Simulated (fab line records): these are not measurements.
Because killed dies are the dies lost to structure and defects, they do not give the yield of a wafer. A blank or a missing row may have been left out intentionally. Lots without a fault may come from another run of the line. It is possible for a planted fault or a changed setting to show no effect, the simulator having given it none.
3 desks looking at one fault    flow n5 finfet    each desk has only its own numbers; what lay behind them comes last

== AT THE TOOL OWNER'S DESK: pecvd-03 ==
The tool's own readings at N5_BEOL_M15_ILD_DEP_00 (deposits SiO2 from TEOS/O2, target thk 1629.3 nm, time 346.1 s): means of the sampled wafers that have a number, for each lot that ran on this tool. Marked OUT: a lot whose mean sits more than 4 standard deviations from the usual mean, which makes it out of limits; the brackets give that distance.
Columns: A = heater power w at N5_BEOL_M15_ILD_DEP_00, usual 518 W; B = showerhead plenum p Torr at N5_BEOL_M15_ILD_DEP_00, usual 8.34 Torr; C = throttle valve pct at N5_BEOL_M15_ILD_DEP_00, usual 18.4 %
lot   first seen here  A    B     C
L699  day 12 05:26     561  8.28  18.1
L701  day 13 12:18     512  8.29  18.1
L715  day 17 08:53     502  8.31  18.2
L714  day 17 16:33     541  8.31  18.4
L718  day 18 03:46     618  8.29  18.5
This desk's verdict: no lot among the 5 shows anything out of limits.

== THE DEFECT DESK ==
Per lot, the means of the sampled wafers with a number show what the inspections along the route counted. Marked OUT: a lot whose mean sits more than 4 standard deviations from the usual mean, which makes it out of limits; the brackets give that distance.
Columns: A = raw defect count at N5_BEOL_M15_INSPECT_12, usual 2.1; B = raw defect count at N5_BEOL_M15_INSPECT_30, usual 2.4
lot   first seen here  A                        B
L699  day 12 06:10     2.3                      2.3
L698  day 12 13:44     2.0                      2.0
L702  day 13 12:40     2.0                      3.0
L701  day 13 12:55     2.0                      5.0
L705  day 14 13:23     2.0                      3.3
L715  day 17 09:44     3.5                      3.0
L714  day 17 17:03     261.7 (+99 or more) OUT  257.3 (+99 or more) OUT
L716  day 17 21:00     2.0                      3.0
L718  day 18 04:30     270.0 (+99 or more) OUT  272.3 (+99 or more) OUT
L719  day 18 05:48     1.0                      3.7
L721  day 19 11:26     2.0                      1.3
This desk finds L714, L718 out of limits, L714 being first, at day 17 17:03 (raw defect count at N5_BEOL_M15_INSPECT_12). In limits: L699, L698, L702, L701, L705, L715, L716, L719, L721.

== AT THE METROLOGY DESK ==
Means of the sampled wafers that have a number, per lot and without regard to the tool the lot ran on: this is what the gauges read. Marked OUT: a lot whose mean sits more than 4 standard deviations from the usual mean, which makes it out of limits; the brackets give that distance.
Columns: A = cd nm at N5_BEOL_M15_CD_MEAS_10, usual 360.7 nm; B = cd nm at N5_BEOL_M15_CD_MEAS_28, usual 407.9 nm
lot   first seen here  A      B
L699  day 12 06:07     359.4  410.4
L698  day 12 13:40     360.4  407.9
L702  day 13 12:37     362.2  410.1
L701  day 13 12:51     363.6  408.1
L705  day 14 13:20     359.8  407.3
L715  day 17 09:40     362.6  407.2
L714  day 17 17:00     360.6  409.0
L716  day 17 20:57     361.1  408.2
L718  day 18 04:26     360.2  408.7
L719  day 18 05:44     361.8  408.5
L721  day 19 11:23     361.2  409.5
This desk's verdict: no lot among the 11 shows anything out of limits.

== BROUGHT TOGETHER ==
The defect desk could have raised an alarm at day 17 17:03, on L714, L718.
The desk of the tool owner found nothing out of limits.
The metrology desk saw nothing out of limits.
Tool owner's desk: L714, L718 on record, inside its limits.
The metrology desk holds a record of L714, L718, inside its limits.
The lots listed all ran N5_BEOL_M15_ILD_DEP_00 on pecvd-03.

== WHAT THE SIMULATOR PUT IN ==
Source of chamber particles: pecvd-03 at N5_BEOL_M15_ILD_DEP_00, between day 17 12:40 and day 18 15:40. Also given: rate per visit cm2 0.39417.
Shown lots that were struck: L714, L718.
Hours from the fault's start to each desk's first reading out of limits: the defect desk, 4.
